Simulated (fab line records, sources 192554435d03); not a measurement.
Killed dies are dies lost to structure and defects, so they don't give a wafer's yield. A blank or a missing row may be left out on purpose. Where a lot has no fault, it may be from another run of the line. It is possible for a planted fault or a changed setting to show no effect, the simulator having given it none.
A struck lot beside a sound one / flow n5_finfet / 16 steps out of a route of 1938
Sound: the wafers L331.2, L331.3, L331.4. Struck: wafer L339.1 (L339.4, L339.5, from the same lot, were not struck and are left out); the cause is given at the end.
Per side, at each step with rows, come the tool, then ch with its chambers, and then its first start. Under that, the readings that differ: sound wafers / struck wafers / difference of the means / sigmas: that difference in standard deviations of wafers without a fault.
alike: a reading whose means differ by less than 2 such deviations, as well as words and numbers matching on both sides. not compared: withheld readings; readings where some wafer has no value; bounds like >300 that might hide an equal value; numbers whose values overlap and for which the record gives no deviation.
Wherever a step has rows on one side only, a row that says differs or no value, or a row with sigmas, the two part there. Numbers that don't overlap but have no deviation are shown without sigmas and don't part them. A reading missing from all wafers of one side parts the sides only when that side holds two or more wafers.

N5_FIN_SAQP_ETCH_34: etches SiO2 in C4F6/O2, target depth 45 nm, time 15 s.
  sound on rie_diel-02 ch 0,1,2, day 2 02:44; struck on rie_diel-06 ch 2, day 4 01:32
reading=etch_rf_on_time_s (s); sound=14.7 14.5 15.0; struck=15.5; difference=+0.8; sigmas=+2
  alike: chamber_pressure_mTorr, drypump_motor_current_A, mfc_ar_sccm, oes_product_au, rf_vpp_V, showerhead_plenum_p_Torr, throttle_valve_pct
  not compared: rf_hours_counter_h
N5_FIN_SAQP_STRIP_77: strips in N2/H2, time 90 s.
  sound on rie_diel-02 ch 0,1,2, day 2 02:46; struck on rie_diel-06 ch 2, day 4 01:33
reading=temp_c (C); sound=40.00 40.09 39.91; struck=39.67; difference=-0.33; sigmas=-3
  alike: bias_power_w, chamber_pressure_mTorr, drypump_motor_current_A, oes_product_au, rf_vpp_V, showerhead_plenum_p_Torr, throttle_valve_pct
  not compared: rf_hours_counter_h
N5_FIN_SAQP_HM_CD_35 targets a cd of 8 nm.
  sound: cd_sem-02 at day 2 02:53; struck: cd_sem-01 at day 4 01:40
  alike: cd_nm
N5_FIN_SAQP_ETCH_64: etches SiO2 in CF4, target depth 1.5 nm.
  sound on rie_si-03 ch 0,2,3, day 2 02:56; struck on rie_si-03 ch 3, day 4 01:43
  alike: chamber_pressure_mTorr, drypump_motor_current_A, oes_product_au, throttle_valve_pct
  not compared: rf_hours_counter_h
N5_FIN_SAQP_FIN_ETCH_36: etches the open film in HBr/Cl2/O2, target depth 120 nm, time 50.4 s.
  sound on rie_si-03 ch 0,2,3, day 2 02:57; struck on rie_si-03 ch 3, day 4 01:44
reading=chamber_pressure_mTorr (mTorr); sound=10.000 10.062 10.011; struck=9.995; difference=-0.029; sigmas=-3
  alike: drypump_motor_current_A, oes_product_au, throttle_valve_pct
  not compared: rf_hours_counter_h
N5_FIN_SAQP_CD_MEAS_37 targets a cd of 8 nm.
  sound: cd_sem-02 at day 2 03:05; struck: cd_sem-02 at day 4 01:52
  alike: cd_nm
then, 3 steps without rows for these wafers: N5_FIN_SAQP_PRECLEAN_38 (cleans in O3/DIW, time 45 s); N5_FIN_SAQP_PRECLEAN_45 (cleans in dHF, time 10 s); N5_FIN_SAQP_SRD_39 (time 30 s).
N5_FIN_SAQP_OCD_MEAS_76:
  sound: ocd-01 at day 2 03:10; struck: ocd-02 at day 4 01:58
  alike: trench_depth_nm
N5_FIN_SAQP_INSPECT_40: inspects for defects (brightfield).
  sound: defect_inspect-01 at day 2 03:12; struck: defect_inspect-02 at day 4 01:59
  alike: raw_defect_count
then, 1 step without rows for these wafers: N5_FIN_CUT_COAT_18 (time 60 s, resist thk 230 nm).
N5_FIN_CUT_COAT_19: time 60 s, resist thk 20 nm.
  sound on litho_track-03 ch 0, day 2 03:14; struck on litho_track-03 ch 0, day 4 02:01
reading=heater_power_total_W (W); sound=425.1 426.6 424.1; struck=444.1; difference=+18.8; sigmas=+9
reading=run_length_s (s); sound=66.50 66.55 66.37; struck=61.72; difference=-4.75; sigmas=-26
  alike: exhaust_pa
then, 1 step without rows for these wafers: N5_FIN_CUT_COAT_29 (time 60 s, resist thk 10 nm).
-- a jump in the record: the struck wafers' starts before and after are 7 days apart (it breaks off in module FIN_CUT and resumes in module BEOL_M4, where the first step shown is number 1111 of the route) --
N5_BEOL_M4_RC_MEAS_101:
  sound on prober-01 ch 0, day 8 10:47; struck on prober-01 ch 0, day 11 02:39
  alike: DIBL_N, DIBL_P, IOFF_N, IOFF_P, ION_N, ION_P, SS_N, SS_P, VT_N, VT_P
-- record jumps: 4 days separate the struck wafers' starts on either side; left off in module BEOL_M4, taken up again in module PASSIVATION, whose first shown step is the route's number 1936 --
N5_PASSIVATION_PROBE_49:
  sound: prober-01 at day 13 02:56; struck: prober-01 at day 15 13:29
reading=killed_at_M0_to_M3; sound=39 41 32; struck=15; difference=-22; sigmas=-2
reading=killed_at_front_end; sound=33 38 35; struck=58; difference=+23; sigmas=+2
  alike: defect_limited_yield, killed_at_M4_up, killed_at_contacts, killed_at_other, killed_dies, killed_open, killed_short, sort_bin_4_leakage, sort_bin_5_function, sort_bin_6_memory, sort_bin_8_speed, sort_n_pass, sort_yield_pct

== WHERE THEY PART ==
First at N5_FIN_SAQP_ETCH_34; last, within this record, at N5_PASSIVATION_PROBE_49.

WHY: what had been put in by the simulator
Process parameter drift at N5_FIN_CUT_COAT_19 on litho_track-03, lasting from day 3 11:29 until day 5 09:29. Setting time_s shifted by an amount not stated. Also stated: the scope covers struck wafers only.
